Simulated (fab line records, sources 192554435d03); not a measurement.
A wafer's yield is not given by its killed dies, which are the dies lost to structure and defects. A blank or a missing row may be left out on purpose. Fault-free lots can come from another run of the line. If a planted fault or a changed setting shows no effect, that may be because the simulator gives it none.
fab line records	flow n5_finfet
record lots=24	wafers=72	last_day=18
route steps=1938 shown BEOL_M14@1760 BEOL_M15@1793
lots untouched by any fault: they come from a run of this same line in which no faults occurred
start_h: hours from the record's first day to the start of the lot's first wafer shown	wait_h: hours since the lot's step before	" unchanged from the row above	L1.1+2: a single row standing in for several wafers	- no value, or no start given	* or withheld: withheld	< > ~ a bound
route shown NAME@n: a module of which the file shows steps, and the number in the route of the first	usual: mean and standard deviation over wafers with no fault	same: alike in all rows	chamber/n: place in a boat	sites: the reading at each site	_std_site: standard deviation of those values	_edge_site: mean of outer sites minus mean of inner sites	radius_mm: for every site, how far away it sits from the centre of the wafer	mask NAME#n: copy n	behind: the last tool/chamber to shape the wafer	hold: what put the lot on hold/how long, in hours/how the hold closed	device: names the non-switching transistor (n, p or np)	end of line: tests of these same wafers at the route's end	step lacking rows: just its recipe	killed: dies lost to structure and defects at the first sort, not the wafer's yield	map: a wafer's dies, x killed, . not, _ none there
set.NAME: the setting as run; set.NAME@STEP: as run at that earlier step	model.NAME: the simulator's own value behind a step, which no gauge read
a sample of lots followed through the steps of the route, with each step as a table and each wafer as a row
services: the hour from which a tool's chamber was out of use, counted from the record's first day as start_h (under 0 if before that day), plus the number of hours and why
## steps
# step N5_BEOL_M14_DEGAS_41
# recipe ambient=vacuum	temp_c=300	time_s=60
# usual heater_power_w=476/68	susceptor_temp_C=299.97/0.19
lot.wafer	tool	chamber	start_h	wait_h	heater_power_w	susceptor_temp_C
L074.3	pvd_sputter-01	-	254.30	0.1	523	299.96
L074.5	"	-	"	"	495	299.85
L074.6	"	-	"	"	509	299.76
L075.1	pvd_sputter-02	-	264.25	0.0	435	300.03
L075.3	"	-	"	"	413	299.95
L075.5	"	-	"	"	417	300.24
L076.2	pvd_sputter-01	-	275.16	1.9	515	300.03
L076.4	"	-	"	"	518	300.15
L076.5	"	-	"	"	504	299.89
L078.4	pvd_sputter-01	-	279.23	0.1	515	300.20
L078.5	"	-	"	"	412	300.13
L078.6	"	-	"	"	520	300.35
L077.1	pvd_sputter-03	-	279.57	0.4	427	300.16
L077.4	"	-	"	"	501	299.86
L077.5	"	-	"	"	406	299.88
L079.4	pvd_sputter-01	-	283.57	0.6	490	300.00
L079.5	"	-	"	"	409	299.68
L079.6	"	-	"	"	514	300.08
L080.2	pvd_sputter-02	-	289.90	0.1	410	299.91
L080.3	"	-	"	"	451	299.92
L080.6	"	-	"	"	641	299.94
L081.2	pvd_sputter-02	-	296.46	0.2	412	300.22
L081.3	"	-	"	"	410	300.00
L081.5	"	-	"	"	409	299.95
L082.2	pvd_sputter-03	-	304.37	0.3	495	299.89
L082.3	"	-	"	"	494	299.95
L082.4	"	-	"	"	482	299.81
L083.2	pvd_sputter-02	-	317.19	0.1	459	299.99
L083.4	"	-	"	"	424	300.15
L083.6	"	-	"	"	408	299.81
L085.3	pvd_sputter-03	-	324.19	0.2	476	299.93
L085.4	"	-	"	"	505	299.84
L085.6	"	-	"	"	417	299.93
L086.1	pvd_sputter-01	-	329.49	0.6	519	300.23
L086.5	"	-	"	"	525	300.02
L086.6	"	-	"	"	490	299.91
L084.1	pvd_sputter-02	-	330.32	0.3	642	300.21
L084.2	"	-	"	"	416	300.16
L084.3	"	-	"	"	434	299.98
L087.1	pvd_sputter-03	-	350.66	0.2	495	300.08
L087.2	"	-	"	"	484	299.70
L087.3	"	-	"	"	492	300.26
L088.2	pvd_sputter-01	-	353.62	0.3	523	299.92
L088.3	"	-	"	"	517	299.70
L088.6	"	-	"	"	491	300.00
L089.1	pvd_sputter-02	-	355.08	0.2	405	300.25
L089.2	"	-	"	"	425	299.93
L089.5	"	-	"	"	418	299.64
L090.3	pvd_sputter-01	-	363.15	0.2	519	299.92
L090.5	"	-	"	"	488	299.91
L090.6	"	-	"	"	405	300.14
L093.1	pvd_sputter-02	-	374.92	0.3	637	299.85
L093.3	"	-	"	"	434	299.92
L093.4	"	-	"	"	404	299.75
L091.1	pvd_sputter-02	-	380.08	0.3	628	299.96
L091.3	"	-	"	"	420	300.12
L091.5	"	-	"	"	435	300.42
L092.3	pvd_sputter-02	-	380.76	0.5	419	299.90
L092.4	"	-	"	"	417	300.11
L092.5	"	-	"	"	445	299.98
L094.1	pvd_sputter-01	-	385.35	0.2	422	299.70
L094.4	"	-	"	"	489	299.99
L094.5	"	-	"	"	507	300.19
L095.2	pvd_sputter-02	-	394.24	0.5	446	300.09
L095.5	"	-	"	"	411	299.90
L095.6	"	-	"	"	455	300.10
L096.2	pvd_sputter-02	-	398.00	0.8	453	300.22
L096.3	"	-	"	"	642	299.96
L096.5	"	-	"	"	427	299.79
L097.3	pvd_sputter-01	-	402.50	0.3	517	299.61
L097.5	"	-	"	"	500	299.90
L097.6	"	-	"	"	426	300.24
# step N5_BEOL_M14_SPUTTER_44
# recipe material=Ta	target_thk_a=150	temp_c=50	bias_v=80	power_w=15000	chamber_pressure_pa=0.07	time_s=24.19
# usual susceptor_temp_C=50.00/0.11	throttle_valve_pct=29.4/1.1
lot.wafer	tool	chamber	start_h	wait_h	susceptor_temp_C	throttle_valve_pct
L074.3	pvd_sputter-01	-	254.46	0.0	50.14	28.4
L074.5	"	-	"	"	49.92	29.1
L074.6	"	-	"	"	50.04	28.5
L075.1	pvd_sputter-02	-	264.41	0.0	50.04	30.7
L075.3	"	-	"	"	49.98	28.7
L075.5	"	-	"	"	49.94	28.8
L076.2	pvd_sputter-01	-	275.32	0.0	49.88	28.6
L076.4	"	-	"	"	50.04	29.3
L076.5	"	-	"	"	49.86	28.2
L078.4	pvd_sputter-01	-	279.39	0.0	49.98	29.4
L078.5	"	-	"	"	49.87	31.0
L078.6	"	-	"	"	49.99	29.3
L077.1	pvd_sputter-03	-	279.73	0.0	49.81	28.8
L077.4	"	-	"	"	50.18	31.8
L077.5	"	-	"	"	49.98	28.8
L079.4	pvd_sputter-01	-	283.73	0.0	49.98	28.1
L079.5	"	-	"	"	49.94	30.7
L079.6	"	-	"	"	49.84	29.4
L080.2	pvd_sputter-02	-	290.06	0.0	50.18	28.7
L080.3	"	-	"	"	50.21	30.5
L080.6	"	-	"	"	50.10	28.1
L081.2	pvd_sputter-02	-	296.62	0.0	50.07	29.0
L081.3	"	-	"	"	49.95	29.0
L081.5	"	-	"	"	50.02	28.6
L082.2	pvd_sputter-03	-	304.53	0.0	50.04	31.9
L082.3	"	-	"	"	49.98	31.5
L082.4	"	-	"	"	50.16	29.4
L083.2	pvd_sputter-02	-	317.35	0.0	50.18	30.7
L083.4	"	-	"	"	50.16	28.9
L083.6	"	-	"	"	49.91	28.6
L085.3	pvd_sputter-03	-	324.35	0.0	49.93	29.4
L085.4	"	-	"	"	49.90	31.9
L085.6	"	-	"	"	49.89	28.6
L086.1	pvd_sputter-01	-	329.65	0.0	50.11	29.2
L086.5	"	-	"	"	49.94	28.5
L086.6	"	-	"	"	49.87	28.0
L084.1	pvd_sputter-02	-	330.48	0.0	50.03	28.2
L084.2	"	-	"	"	49.75	28.6
L084.3	"	-	"	"	49.95	28.9
L087.1	pvd_sputter-03	-	350.82	0.0	50.13	31.8
L087.2	"	-	"	"	50.04	29.3
L087.3	"	-	"	"	50.11	31.5
L088.2	pvd_sputter-01	-	353.78	0.0	50.15	29.3
L088.3	"	-	"	"	50.08	28.7
L088.6	"	-	"	"	50.17	28.0
L089.1	pvd_sputter-02	-	355.24	0.0	50.06	28.4
L089.2	"	-	"	"	49.85	28.9
L089.5	"	-	"	"	49.98	28.8
L090.3	pvd_sputter-01	-	363.31	0.0	50.16	28.8
L090.5	"	-	"	"	50.12	28.2
L090.6	"	-	"	"	49.87	30.8
L093.1	pvd_sputter-02	-	375.08	0.0	49.97	28.4
L093.3	"	-	"	"	49.96	30.7
L093.4	"	-	"	"	50.04	28.8
L091.1	pvd_sputter-02	-	380.24	0.0	50.07	28.1
L091.3	"	-	"	"	50.01	28.7
L091.5	"	-	"	"	49.93	30.5
L092.3	pvd_sputter-02	-	380.92	0.0	50.15	28.6
L092.4	"	-	"	"	49.75	29.0
L092.5	"	-	"	"	50.29	30.6
L094.1	pvd_sputter-01	-	385.51	0.0	50.03	31.0
L094.4	"	-	"	"	49.92	28.1
L094.5	"	-	"	"	50.13	29.3
L095.2	pvd_sputter-02	-	394.40	0.0	49.99	30.7
L095.5	"	-	"	"	50.08	29.0
L095.6	"	-	"	"	49.95	30.5
L096.2	pvd_sputter-02	-	398.16	0.0	49.87	30.5
L096.3	"	-	"	"	50.11	28.5
L096.5	"	-	"	"	50.22	29.1
L097.3	pvd_sputter-01	-	402.66	0.0	49.88	28.3
L097.5	"	-	"	"	49.96	29.3
L097.6	"	-	"	"	49.83	30.9
# step N5_BEOL_M14_CMP_49
# recipe stop_on=SiO2	t_overpolish_s=5.2	down_force_psi=2	platen_rpm=80	clearing_platen_down_force_psi=2	clearing_platen_rpm=80	post_cmp_clean=cu_alkaline	target_thk_nm=560	clearing_platen_pad_velocity_m_s=1.5917	pad_velocity_m_s=1.5917
# usual barrier_field_endpoint_s=11.4/0.31	motor_current_A=8.0/0.73	overpolish_run_s=5.200/0.0097	time_to_endpoint_s=121/4.7
lot.wafer	tool	chamber	start_h	wait_h	barrier_field_endpoint_s	motor_current_A	overpolish_run_s	time_to_endpoint_s
L074.3	cmp-04	2	255.22	0.2	11.0	7.2	5.190	113
L074.6	"	0	"	"	11.2	8.2	5.213	115
L074.5	"	1	"	"	11.6	9.6	5.206	124
L075.3	cmp-04	1	265.15	0.2	11.9	9.7	5.193	122
L075.1	"	0	"	"	11.7	7.7	5.200	118
L075.5	"	1	"	"	11.9	9.7	5.191	123
L076.4	cmp-03	0	276.04	0.2	11.8	9.0	5.189	132
L076.2	"	1	"	"	11.0	8.1	5.203	115
L076.5	"	0	"	"	11.9	8.6	5.195	129
L078.4	cmp-04	3	280.34	0.1	11.5	7.3	5.222	120
L078.5	"	3	"	"	11.5	7.4	5.212	123
L078.6	"	0	"	"	11.3	8.1	5.194	122
L077.4	cmp-03	3	280.71	0.2	10.8	6.8	5.197	116
L077.1	"	1	"	"	10.8	8.0	5.196	111
L077.5	"	2	"	"	11.1	7.7	5.195	121
L079.4	cmp-02	1	284.54	0.2	11.4	7.6	5.197	121
L079.6	"	2	"	"	11.0	7.3	5.200	117
L079.5	"	3	"	"	11.1	7.6	5.202	120
L080.3	cmp-04	1	290.90	0.2	11.7	9.8	5.203	118
L080.2	"	2	"	"	11.2	7.8	5.191	118
L080.6	"	0	"	"	11.1	7.8	5.202	114
L081.2	cmp-04	0	297.59	0.3	11.2	7.8	5.216	114
L081.3	"	1	"	"	11.6	10.1	5.203	122
L081.5	"	2	"	"	11.3	8.0	5.194	114
L082.3	cmp-03	0	305.21	0.2	12.0	8.5	5.222	133
L082.2	"	2	"	"	11.2	8.0	5.210	122
L082.4	"	3	"	"	11.1	7.2	5.189	123
L083.2	cmp-04	0	318.07	0.2	11.4	7.8	5.190	114
L083.4	"	1	"	"	11.4	10.2	5.208	122
L083.6	"	1	"	"	11.6	9.5	5.208	121
L085.3	cmp-02	2	325.07	0.2	11.1	7.8	5.192	118
L085.4	"	0	"	"	11.1	7.4	5.205	120
L085.6	"	1	"	"	11.5	7.8	5.220	121
L086.1	cmp-03	0	330.61	0.3	12.2	8.7	5.208	131
L086.6	"	2	"	"	11.7	8.0	5.198	122
L086.5	"	3	"	"	11.7	7.3	5.197	123
L084.3	cmp-02	2	331.69	0.2	11.3	7.5	5.187	124
L084.1	"	3	"	"	11.7	7.7	5.197	131
L084.2	"	0	"	"	11.7	7.3	5.191	125
L087.1	cmp-03	0	351.50	0.3	11.4	8.3	5.215	128
L087.3	"	2	"	"	11.3	7.9	5.191	120
L087.2	"	3	"	"	10.9	6.6	5.204	118
L088.2	cmp-03	2	354.50	0.2	11.7	8.2	5.194	125
L088.3	"	3	"	"	11.3	7.3	5.193	116
L088.6	"	1	"	"	11.4	8.1	5.199	117
L089.2	cmp-03	0	355.92	0.2	11.9	8.9	5.203	124
L089.1	"	3	"	"	11.3	7.4	5.214	117
L089.5	"	0	"	"	11.9	8.5	5.202	127
L090.3	cmp-02	3	364.09	0.2	11.5	7.7	5.189	122
L090.5	"	3	"	"	11.8	7.9	5.204	126
L090.6	"	0	"	"	11.2	7.3	5.210	117
L093.3	cmp-03	0	375.78	0.2	12.3	9.1	5.214	131
L093.4	"	1	"	"	11.6	7.9	5.201	119
L093.1	"	2	"	"	11.7	7.7	5.192	124
L091.3	cmp-03	3	380.93	0.2	11.2	7.2	5.191	124
L091.1	"	1	"	"	11.2	8.1	5.203	118
L091.5	"	3	"	"	11.4	7.1	5.195	123
L092.4	cmp-03	0	381.75	0.1	11.8	9.0	5.187	128
L092.3	"	3	"	"	11.3	7.3	5.203	122
L092.5	"	0	"	"	12.0	9.0	5.192	130
L094.1	cmp-03	1	386.22	0.3	11.1	7.8	5.217	122
L094.4	"	2	"	"	11.8	8.0	5.206	125
L094.5	"	2	"	"	11.4	7.9	5.186	121
L095.2	cmp-04	1	395.16	0.3	11.7	9.9	5.202	124
L095.6	"	3	"	"	11.7	7.4	5.207	121
L095.5	"	0	"	"	11.1	8.1	5.191	118
L096.2	cmp-04	0	398.92	0.2	11.4	8.6	5.193	117
L096.3	"	3	"	"	11.4	7.7	5.207	121
L096.5	"	1	"	"	11.7	9.5	5.207	125
L097.3	cmp-04	3	403.71	0.3	11.7	7.5	5.199	120
L097.5	"	0	"	"	11.3	7.9	5.209	116
L097.6	"	1	"	"	11.8	8.9	5.193	126
# step N5_BEOL_M14_DEP_53
# recipe material=SiCN	target_thk_a=500	temp_c=withheld	precursor=3MS/NH3	pressure_torr=3	rf_w=675	time_s=17.8
# usual showerhead_plenum_p_Torr=4.167/0.026	throttle_valve_pct=18.4/0.92
lot.wafer	tool	chamber	start_h	wait_h	showerhead_plenum_p_Torr	throttle_valve_pct
L074.3	pecvd-03	0	255.50	0.0	4.146	18.3
L074.5	"	0	"	"	4.153	18.2
L074.6	"	1	"	"	4.200	18.7
L075.1	pecvd-03	1	265.51	0.0	4.186	18.7
L075.3	"	2	"	"	4.153	18.1
L075.5	"	2	"	"	4.156	18.1
L076.2	pecvd-04	1	276.36	0.0	4.131	16.2
L076.4	"	1	"	"	4.126	16.2
L076.5	"	0	"	"	4.181	18.8
L078.4	pecvd-01	2	280.71	0.0	4.190	16.8
L078.5	"	0	"	"	4.208	19.1
L078.6	"	1	"	"	4.131	19.5
L077.1	pecvd-03	1	281.03	0.0	4.199	18.3
L077.4	"	0	"	"	4.147	18.3
L077.5	"	2	"	"	4.146	17.9
L079.4	pecvd-01	0	284.80	0.0	4.196	19.2
L079.5	"	1	"	"	4.136	19.2
L079.6	"	2	"	"	4.182	16.9
L080.2	pecvd-01	1	291.18	0.0	4.123	19.2
L080.3	"	0	"	"	4.212	19.4
L080.6	"	1	"	"	4.141	19.2
L081.2	pecvd-01	2	297.87	0.0	4.179	17.0
L081.3	"	0	"	"	4.208	19.1
L081.5	"	0	"	"	4.205	19.1
L082.2	pecvd-01	0	305.57	0.0	4.209	19.3
L082.3	"	2	"	"	4.196	16.7
L082.4	"	2	"	"	4.184	17.2
L083.2	pecvd-04	0	318.42	0.0	4.183	18.8
L083.4	"	0	"	"	4.192	18.7
L083.6	"	1	"	"	4.135	16.0
L085.3	pecvd-04	1	325.39	0.0	4.126	16.1
L085.4	"	1	"	"	4.138	16.4
L085.6	"	2	"	"	4.159	18.5
L086.1	pecvd-03	0	330.89	0.0	4.152	18.5
L086.5	"	0	"	"	4.144	18.4
L086.6	"	1	"	"	4.194	18.4
L084.1	pecvd-03	2	332.01	0.0	4.143	18.4
L084.2	"	1	"	"	4.189	18.6
L084.3	"	0	"	"	4.161	18.4
L087.1	pecvd-01	0	351.87	0.0	4.208	19.4
L087.2	"	1	"	"	4.138	19.4
L087.3	"	1	"	"	4.136	19.2
L088.2	pecvd-01	2	354.82	0.0	4.182	16.8
L088.3	"	0	"	"	4.209	19.4
L088.6	"	1	"	"	4.127	19.0
L089.1	pecvd-03	0	356.28	0.0	4.148	18.2
L089.2	"	2	"	"	4.151	18.1
L089.5	"	2	"	"	4.144	18.4
L090.3	pecvd-04	1	364.45	0.0	4.134	16.0
L090.5	"	1	"	"	4.126	16.3
L090.6	"	2	"	"	4.158	18.6
L093.1	pecvd-01	0	376.15	0.0	4.211	19.2
L093.3	"	1	"	"	4.138	19.3
L093.4	"	0	"	"	4.210	19.2
L091.1	pecvd-04	2	381.29	0.0	4.175	18.5
L091.3	"	1	"	"	4.131	16.2
L091.5	"	1	"	"	4.120	16.1
L092.3	pecvd-04	1	382.11	0.0	4.119	16.1
L092.4	"	2	"	"	4.145	18.6
L092.5	"	0	"	"	4.181	18.7
L094.1	pecvd-01	2	386.58	0.0	4.187	17.1
L094.4	"	2	"	"	4.191	17.2
L094.5	"	1	"	"	4.142	19.2
L095.2	pecvd-04	2	395.45	0.0	4.159	18.5
L095.5	"	0	"	"	4.183	18.6
L095.6	"	2	"	"	4.171	18.6
L096.2	pecvd-04	2	399.29	0.0	4.165	18.5
L096.3	"	2	"	"	4.158	18.7
L096.5	"	0	"	"	4.180	18.7
L097.3	pecvd-04	2	403.99	0.0	4.169	18.5
L097.5	"	2	"	"	4.151	18.5
L097.6	"	0	"	"	4.186	18.7
# step N5_BEOL_M15_CD_MEAS_17
# recipe target_cd_nm=360	polarity=opening
# usual cd_nm=360.7/2.4
lot.wafer	tool	chamber	start_h	wait_h	cd_nm
L074.3	cd_sem-02	-	256.77	0.0	358.2
L074.5	"	-	"	"	363.7
L074.6	"	-	"	"	365.4
L075.1	cd_sem-02	-	266.90	0.0	358.4
L075.3	"	-	"	"	358.3
L075.5	"	-	"	"	363.1
L076.2	cd_sem-01	-	277.84	0.0	362.2
L076.4	"	-	"	"	361.9
L076.5	"	-	"	"	361.4
L078.4	cd_sem-03	-	281.97	0.0	365.5
L078.5	"	-	"	"	356.9
L078.6	"	-	"	"	361.9
L077.1	cd_sem-02	-	282.43	0.0	357.2
L077.4	"	-	"	"	366.3
L077.5	"	-	"	"	359.2
L079.4	cd_sem-02	-	286.54	0.0	359.6
L079.5	"	-	"	"	365.9
L079.6	"	-	"	"	359.3
L080.2	cd_sem-02	-	292.59	0.0	360.7
L080.3	"	-	"	"	360.1
L080.6	"	-	"	"	360.4
L081.2	cd_sem-02	-	299.28	0.0	363.2
L081.3	"	-	"	"	359.2
L081.5	"	-	"	"	360.8
L082.2	cd_sem-02	-	307.64	0.0	358.8
L082.3	"	-	"	"	358.4
L082.4	"	-	"	"	360.4
L083.2	cd_sem-01	-	319.93	0.0	366.3
L083.4	"	-	"	"	366.7
L083.6	"	-	"	"	361.4
L085.3	cd_sem-01	-	326.78	0.0	363.0
L085.4	"	-	"	"	361.1
L085.6	"	-	"	"	356.8
L086.1	cd_sem-01	-	332.47	0.0	362.5
L086.5	"	-	"	"	362.1
L086.6	"	-	"	"	363.4
L084.1	cd_sem-01	-	333.51	0.0	358.6
L084.2	"	-	"	"	361.6
L084.3	"	-	"	"	357.4
L087.1	cd_sem-01	-	353.28	0.0	357.8
L087.2	"	-	"	"	357.5
L087.3	"	-	"	"	359.0
L088.2	cd_sem-03	-	356.21	0.0	359.5
L088.3	"	-	"	"	360.0
L088.6	"	-	"	"	361.5
L089.1	cd_sem-01	-	357.55	0.0	360.6
L089.2	"	-	"	"	359.7
L089.5	"	-	"	"	362.4
L090.3	cd_sem-01	-	365.97	0.0	360.8
L090.5	"	-	"	"	362.3
L090.6	"	-	"	"	360.4
L093.1	cd_sem-03	-	377.43	0.0	363.0
L093.3	"	-	"	"	363.9
L093.4	"	-	"	"	358.7
L091.1	cd_sem-02	-	382.56	0.0	359.3
L091.3	"	-	"	"	357.9
L091.5	"	-	"	"	364.3
L092.3	cd_sem-02	-	383.85	0.0	359.7
L092.4	"	-	"	"	361.0
L092.5	"	-	"	"	360.7
L094.1	cd_sem-01	-	387.85	0.0	359.6
L094.4	"	-	"	"	360.4
L094.5	"	-	"	"	359.7
L095.2	cd_sem-01	-	396.99	0.0	354.4
L095.5	"	-	"	"	359.7
L095.6	"	-	"	"	360.5
L096.2	cd_sem-03	-	400.70	0.0	361.7
L096.3	"	-	"	"	358.6
L096.5	"	-	"	"	359.9
L097.3	cd_sem-01	-	405.26	0.0	361.6
L097.5	"	-	"	"	361.9
L097.6	"	-	"	"	365.1
# step N5_BEOL_M15_TRENCH_ETCH_34
# recipe chemistry=C4F8/O2/Ar	target=SiO2	target_depth_a=8729.3	he_inner_torr=15	he_outer_torr=30	time_s=199	ion_energy_ev=800	pressure_mtorr=20	source_w=1905	bias_w=2040	Ar_flow_sccm=400	C4F8_flow_sccm=16	O2_flow_sccm=12
# usual chamber_pressure_mTorr=20.001/0.018	drypump_motor_current_A=5.7/0.51	he_outer_torr=30.00/0.064	oes_product_au=0.80/0.066	rf_vpp_V=2222/68	showerhead_plenum_p_Torr=3.49/0.12	throttle_valve_pct=30.77/0.28
lot.wafer	tool	chamber	start_h	wait_h	chamber_pressure_mTorr	drypump_motor_current_A	he_outer_torr	oes_product_au	rf_hours_counter_h	rf_vpp_V	showerhead_plenum_p_Torr	throttle_valve_pct
L074.3	rie_diel-03	1	257.94	0.0	20.017	5.3	29.98	0.80	82	2329	3.61	30.89
L074.5	"	2	"	"	20.015	5.7	30.05	0.83	-	2242	3.59	30.61
L074.6	"	1	"	"	19.996	5.3	30.08	0.79	-	2328	3.61	30.89
L075.1	rie_diel-04	1	268.00	0.0	20.008	6.2	30.09	0.81	88	2242	3.61	31.00
L075.3	"	2	"	"	19.973	6.6	29.95	0.76	174	2066	3.28	30.89
L075.5	"	1	"	"	19.997	6.2	30.07	0.82	-	2243	3.61	31.00
L076.2	rie_diel-05	0	278.89	0.0	20.004	5.5	29.86	0.73	197	2178	3.58	30.83
L076.4	"	2	"	"	20.020	5.2	29.95	0.67	225	2294	3.54	31.23
L076.5	"	3	"	"	20.024	5.2	30.10	0.81	-	2243	3.46	30.48
L078.4	rie_diel-05	0	284.49	0.0	20.031	5.5	29.99	0.73	199	2178	3.58	30.84
L078.5	"	0	"	"	19.984	5.5	30.01	0.73	-	2178	3.58	30.85
L078.6	"	3	"	"	20.037	5.3	29.95	0.81	-	2242	3.45	30.52
L077.1	rie_diel-05	3	284.83	0.0	20.012	5.3	30.11	0.81	92	2243	3.45	30.51
L077.4	"	0	"	"	19.984	5.5	29.95	0.73	199	2178	3.58	30.85
L077.5	"	0	"	"	20.004	5.5	30.01	0.72	-	2179	3.58	30.84
L079.4	rie_diel-04	3	287.59	0.0	19.997	5.1	29.96	0.77	111	2235	3.35	30.49
L079.5	"	2	"	"	19.966	6.7	30.07	0.75	-	2064	3.27	30.86
L079.6	"	3	"	"	20.032	5.1	29.88	0.77	-	2234	3.35	30.49
L080.2	rie_diel-04	3	295.05	0.0	19.977	5.1	30.08	0.77	114	2234	3.35	30.49
L080.3	"	2	"	"	20.007	6.6	30.05	0.74	185	2066	3.27	30.87
L080.6	"	1	"	"	19.990	6.2	29.99	0.80	-	2241	3.60	31.00
L081.2	rie_diel-04	2	300.88	0.0	20.011	6.7	30.06	0.74	187	2063	3.27	30.86
L081.3	"	0	"	"	19.992	5.3	30.06	0.84	61	2157	3.62	30.17
L081.5	"	3	"	"	20.026	5.1	29.99	0.76	-	2235	3.35	30.49
L082.2	rie_diel-04	0	309.08	0.0	20.032	5.3	30.07	0.84	63	2157	3.62	30.18
L082.3	"	3	"	"	20.022	5.1	29.91	0.76	119	2234	3.35	30.49
L082.4	"	1	"	"	19.997	6.2	29.94	0.80	104	2242	3.60	31.00
L083.2	rie_diel-03	1	320.98	0.0	19.976	5.3	29.97	0.77	94	2327	3.60	30.91
L083.4	"	2	"	"	20.018	5.7	30.02	0.83	-	2240	3.58	30.66
L083.6	"	1	"	"	19.992	5.3	30.04	0.78	-	2329	3.60	30.92
L085.3	rie_diel-04	3	327.84	0.0	19.994	5.1	29.94	0.76	125	2234	3.34	30.49
L085.4	"	0	"	"	19.976	5.4	29.96	0.83	69	2158	3.62	30.18
L085.6	"	2	"	"	19.977	6.7	30.03	0.72	-	2064	3.27	30.88
L086.1	rie_diel-05	2	333.89	0.0	20.004	5.1	29.93	0.66	245	2292	3.53	31.24
L086.5	"	1	"	"	19.990	6.4	30.05	0.89	-	2281	3.51	31.00
L086.6	"	2	"	"	19.980	5.1	29.97	0.67	-	2291	3.53	31.25
L084.1	rie_diel-05	2	334.56	0.0	19.997	5.1	30.04	0.67	245	2292	3.53	31.25
L084.2	"	0	"	"	20.033	5.5	29.96	0.70	217	2179	3.57	30.84
L084.3	"	1	"	"	20.029	6.4	30.02	0.89	21	2282	3.51	30.99
L087.1	rie_diel-04	0	354.33	0.0	20.018	5.3	30.03	0.82	78	2157	3.61	30.18
L087.2	"	3	"	"	19.974	5.1	29.96	0.74	133	2233	3.34	30.51
L087.3	"	1	"	"	19.999	6.2	29.98	0.78	118	2241	3.59	31.01
L088.2	rie_diel-03	2	357.55	0.0	20.002	5.7	29.87	0.80	102	2239	3.57	30.64
L088.3	"	0	"	"	20.039	6.1	30.04	0.86	54	2214	3.36	31.04
L088.6	"	1	"	"	20.020	5.3	29.90	0.77	-	2327	3.60	30.93
L089.1	rie_diel-03	1	359.09	0.0	19.974	5.3	30.00	0.77	105	2328	3.60	30.94
L089.2	"	2	"	"	20.029	5.7	30.03	0.80	103	2239	3.57	30.65
L089.5	"	1	"	"	20.002	5.3	29.93	0.77	-	2327	3.60	30.93
L090.3	rie_diel-05	1	367.29	0.0	20.004	6.4	29.97	0.88	31	2281	3.51	31.03
L090.5	"	3	"	"	20.028	5.3	30.09	0.78	-	2240	3.44	30.53
L090.6	"	1	"	"	19.995	6.4	30.05	0.88	-	2280	3.51	31.01
L093.1	rie_diel-04	3	378.61	0.0	19.988	5.1	30.02	0.74	141	2232	3.33	30.52
L093.3	"	1	"	"	20.019	6.2	29.98	0.77	125	2240	3.59	31.04
L093.4	"	0	"	"	19.999	5.3	29.91	0.81	85	2156	3.61	30.19
L091.1	rie_diel-03	3	384.58	0.0	19.986	5.2	29.94	0.89	24	2181	3.38	30.81
L091.3	"	1	"	"	20.012	5.3	29.99	0.76	114	2326	3.59	30.94
L091.5	"	0	"	"	20.010	6.1	30.01	0.84	-	2214	3.35	31.03
L092.3	rie_diel-03	1	385.77	0.0	20.034	5.3	29.79	0.76	114	2326	3.59	30.95
L092.4	"	3	"	"	20.018	5.2	29.93	0.89	25	2182	3.38	30.82
L092.5	"	0	"	"	19.997	6.1	29.93	0.83	-	2215	3.35	31.03
L094.1	rie_diel-03	1	389.53	0.0	19.992	5.3	30.07	0.78	116	2326	3.59	30.96
L094.4	"	2	"	"	20.010	5.7	29.98	0.80	114	2238	3.56	30.67
L094.5	"	2	"	"	20.030	5.7	29.98	0.80	-	2238	3.56	30.66
L095.2	rie_diel-05	3	398.34	0.0	19.987	5.3	29.96	0.76	131	2241	3.43	30.53
L095.5	"	3	"	"	20.019	5.3	30.00	0.75	-	2241	3.43	30.53
L095.6	"	2	"	"	19.967	5.2	30.04	0.94	-	2291	3.52	30.87
L096.2	rie_diel-04	0	401.75	0.0	20.016	5.3	30.00	0.81	88	2156	3.61	30.20
L096.3	"	3	"	"	20.012	5.1	29.99	0.75	144	2233	3.33	30.54
L096.5	"	3	"	"	20.008	5.1	29.97	0.73	-	2233	3.33	30.53
L097.3	rie_diel-03	2	406.30	0.0	19.990	5.7	29.96	0.79	121	2238	3.56	30.67
L097.5	"	1	"	"	19.994	5.3	30.01	0.75	-	2326	3.59	30.95
L097.6	"	2	"	"	19.985	5.7	29.93	0.79	-	2239	3.56	30.67
## services
tool	chamber	start_h	hours	kind
cmp-03	-	232.99	1.4	repair
pecvd-04	-	242.81	2.6	repair
pecvd-01	-	251.47	0.4	repair
cmp-04	-	274.57	4.0	pm
cmp-02	-	275.26	7.0	pm
rie_diel-03	-	280.32	19.4	repair
pecvd-04	2	293.80	6.1	repair
cmp-02	-	294.54	0.4	repair
rie_diel-03	-	299.88	14.6	pm
rie_diel-04	-	301.97	0.1	repair
pvd_sputter-01	-	305.83	20.9	repair
cmp-04	-	309.50	0.3	repair
cmp-02	-	310.11	4.0	pm
pecvd-03	-	313.31	0.3	repair
cmp-02	-	316.22	1.3	repair
rie_diel-03	1	325.29	11.4	repair
cmp-03	-	334.91	2.6	repair
rie_diel-03	3	338.91	35.9	repair
pvd_sputter-02	-	349.46	4.3	repair
cmp-04	-	353.96	4.1	repair
pecvd-01	-	357.52	2.7	repair
pecvd-01	2	375.51	10.9	repair
cmp-04	-	377.56	5.1	pm
rie_diel-04	-	380.25	14.6	pm
## key
fault none
